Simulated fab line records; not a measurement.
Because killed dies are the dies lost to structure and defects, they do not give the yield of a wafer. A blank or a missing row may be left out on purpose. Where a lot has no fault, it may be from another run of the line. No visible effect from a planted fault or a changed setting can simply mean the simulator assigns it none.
A struck lot beside a sound one | flow n5_finfet | 23 steps out of a route of 1938
Sound: these wafers, L611.1, L611.5, L611.6. Wafers struck: L625.1, L625.4, L625.6. Last of all comes the cause.
For every step that has rows: the tool of each side, followed by ch and its chambers, followed by its first start. Under that, the readings that differ: sound wafers | struck wafers | difference of the means | sigmas: that difference in standard deviations of wafers without a fault.
alike: a reading whose means differ by less than 2 such deviations, as well as words and numbers matching on both sides. not compared: withheld readings; readings where some wafer has no value; bounds like >300 that might hide an equal value; numbers whose values overlap and for which the record gives no deviation.
The two part at a step that has a row with sigmas, a row that says differs or no value, or rows on one side only. Numbers that have no deviation but don't overlap get no sigmas and don't part them. A reading missing from all wafers of one side parts the sides only when that side holds two or more wafers.

first, 10 steps without rows for these wafers: N5_BEOL_M4_DESCUM_16 (chemistry O2, time 7 s); N5_BEOL_M4_ETCH_74 (etches underlayer in N2/H2, target depth 6.5 nm, time 5.2 s); N5_BEOL_M4_ETCH_63 (etches SiARC in CF4, target depth 15.6 nm, time 26 s); N5_BEOL_M4_ETCH_64 (etches SOC in N2/H2, target depth 75 nm, overetch 22.5 nm, time 121.9 s); N5_BEOL_M4_STRIP_65 (strips in N2/H2); N5_BEOL_M4_STRIP_75 (strips in N2/H2); N5_BEOL_M4_STRIP_66 (strips in CF4); N5_BEOL_M4_HM_OPEN_17 (chemistry Cl2/BCl3, target TiN, target depth 20 nm, overetch 6 nm); N5_BEOL_M4_STRIP_19 (strips in O2); N5_BEOL_M4_COAT_67 (time 60 s, resist thk 60 nm).
N5_BEOL_M4_COAT_68: time 60 s, resist thk 12 nm.
  sound on litho_track-05 ch 0, day 10 02:38; struck on litho_track-05 ch 0, day 13 18:55
  reading              | sound                | struck               | difference | sigmas
  spin_speed_rpm (rpm) | 1499.5 1499.8 1500.5 | 1455.8 1454.2 1456.3 | -44.5      | -40
then, 9 steps without rows for these wafers: N5_BEOL_M4_COAT_76 (time 60 s, resist thk 5 nm); N5_BEOL_M4_COAT_22 (resist thk 30 nm); N5_BEOL_M4_EBR_24; N5_BEOL_M4_SOFTBAKE_23 (time 60 s); N5_BEOL_M4_EXPOSE_25 (exposes mask V3, defocus 5 nm); N5_BEOL_M4_PEB_26 (peb time 60 s); N5_BEOL_M4_DEVELOP_27 (develop time 30 s); N5_BEOL_M4_DESCUM_33 (chemistry O2, time 7 s); N5_BEOL_M4_ETCH_77 (etches underlayer in N2/H2, target depth 6.5 nm, time 5.2 s).
N5_BEOL_M4_ETCH_69: etches SiARC in CF4, target depth 15.6 nm, time 26 s.
  sound on rie_diel-01 ch 0,2,3, day 10 03:11; struck on rie_diel-04 ch 0,3, day 13 19:29
  reading                  | sound         | struck            | difference | sigmas
  model.etch.depth_nm (nm) | 11.9 11.93 12 | 12.12 12.15 12.17 | +0.20      |
  alike: drypump_motor_current_A, etch_rf_on_time_s, oes_product_au, rf_vpp_V, showerhead_plenum_p_Torr, throttle_valve_pct
  not compared: rf_hours_counter_h
then, 1 step without rows for these wafers: N5_BEOL_M4_ALD_98 (deposits SiO2, target thk 2.5 nm, pulse time 1 s, co reactant pulse time 1 s).
N5_BEOL_M4_RC_MEAS_101:
  sound on prober-02 ch 0, day 10 12:05; struck on prober-02 ch 0, day 14 04:48
  alike: DIBL_N, DIBL_P, IOFF_N, IOFF_P, ION_N, ION_P, SS_N, SS_P, VT_N, VT_P

## WHERE THEY PART
Only at N5_BEOL_M4_COAT_68, as far as this record shows. Later steps at which nothing parts them and some readings are alike: N5_BEOL_M4_ETCH_69, N5_BEOL_M4_RC_MEAS_101.

WHY: what had been put in by the simulator
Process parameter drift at N5_BEOL_M4_COAT_68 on litho_track-05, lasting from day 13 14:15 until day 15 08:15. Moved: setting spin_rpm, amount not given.
